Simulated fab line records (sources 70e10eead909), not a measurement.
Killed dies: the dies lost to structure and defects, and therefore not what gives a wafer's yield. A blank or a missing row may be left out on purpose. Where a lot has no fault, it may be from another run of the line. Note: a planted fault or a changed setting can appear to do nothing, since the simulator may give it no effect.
Matching of chambers / flow nandHarc / rieDiel-05 running NHARC_A_CHANNEL_HOLE_D1_ETCH_44: 4 sister chambers
The step etches the open film in CF4/O2, target depth 140 nm, overetch 14 nm, time 77 s. 8 wafers are shown with their chamber, then 12 later ones without.

== EACH WAFER AND ITS CHAMBER ==
wafer=L081.1; chamber=1; drypumpMotorCurrentA (A)=6.3; rfVppV (V)=198.5
wafer=L080.4; chamber=0; drypumpMotorCurrentA (A)=5.3; rfVppV (V)=198.7
wafer=L084.6; chamber=2; drypumpMotorCurrentA (A)=5.7; rfVppV (V)=198.9
wafer=L085.1; chamber=2; drypumpMotorCurrentA (A)=5.8; rfVppV (V)=198.9
wafer=L085.6; chamber=3; drypumpMotorCurrentA (A)=6.3; rfVppV (V)=194.2
wafer=L088.2; chamber=1; drypumpMotorCurrentA (A)=6.3; rfVppV (V)=197.1
wafer=L088.5; chamber=3; drypumpMotorCurrentA (A)=6.3; rfVppV (V)=195.9
wafer=L088.6; chamber=0; drypumpMotorCurrentA (A)=5.3; rfVppV (V)=197.4

== WAFERS WITH NO CHAMBER GIVEN ==
wafer=L090.1; drypumpMotorCurrentA (A)=5.3; rfVppV (V)=199.0
wafer=L090.4; drypumpMotorCurrentA (A)=6.3; rfVppV (V)=199.0
wafer=L090.5; drypumpMotorCurrentA (A)=6.3; rfVppV (V)=197.3
wafer=L093.1; drypumpMotorCurrentA (A)=6.3; rfVppV (V)=194.9
wafer=L093.2; drypumpMotorCurrentA (A)=5.3; rfVppV (V)=198.3
wafer=L093.5; drypumpMotorCurrentA (A)=6.3; rfVppV (V)=194.2
wafer=L092.1; drypumpMotorCurrentA (A)=6.3; rfVppV (V)=195.7
wafer=L092.5; drypumpMotorCurrentA (A)=6.3; rfVppV (V)=197.1
wafer=L092.6; drypumpMotorCurrentA (A)=5.3; rfVppV (V)=197.0
wafer=L095.1; drypumpMotorCurrentA (A)=5.7; rfVppV (V)=198.2
wafer=L095.2; drypumpMotorCurrentA (A)=6.3; rfVppV (V)=195.8
wafer=L095.5; drypumpMotorCurrentA (A)=5.7; rfVppV (V)=197.6

== CHAMBER TAKEN BY EACH ==
wafer=L090.1; from the rows above=0; in truth=0
wafer=L090.4; from the rows above=1; in truth=1
wafer=L090.5; from the rows above=can't be placed: 1 or 3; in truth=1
wafer=L093.1; from the rows above=3; in truth=3
wafer=L093.2; from the rows above=0; in truth=0
wafer=L093.5; from the rows above=3; in truth=3
wafer=L092.1; from the rows above=can't be placed: 3 or 1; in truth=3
wafer=L092.5; from the rows above=can't be placed: 1 or 3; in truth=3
wafer=L092.6; from the rows above=0; in truth=0
wafer=L095.1; from the rows above=2; in truth=2
wafer=L095.2; from the rows above=can't be placed: 3 or 1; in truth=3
wafer=L095.5; from the rows above=2; in truth=2
Placed correctly: 8 of 12. These rows do not allow placing 4 (true chamber among the candidates in 4). Placed wrongly: 0.
How it was worked out, from the rows above alone: a wafer's distance from a chamber is the root of the sum, over the readings, of the square of ((its reading less the chamber's mean) divided by the reading's scatter). The wafer belongs to the nearest chamber; if the next one is less than 2 further off, it can't be placed. The mean given for a chamber averages the wafers shown for that chamber. The scatter: the root of (the sum of the squares of (reading less its chamber's mean) over the shown wafers, divided by (wafers less chambers)).
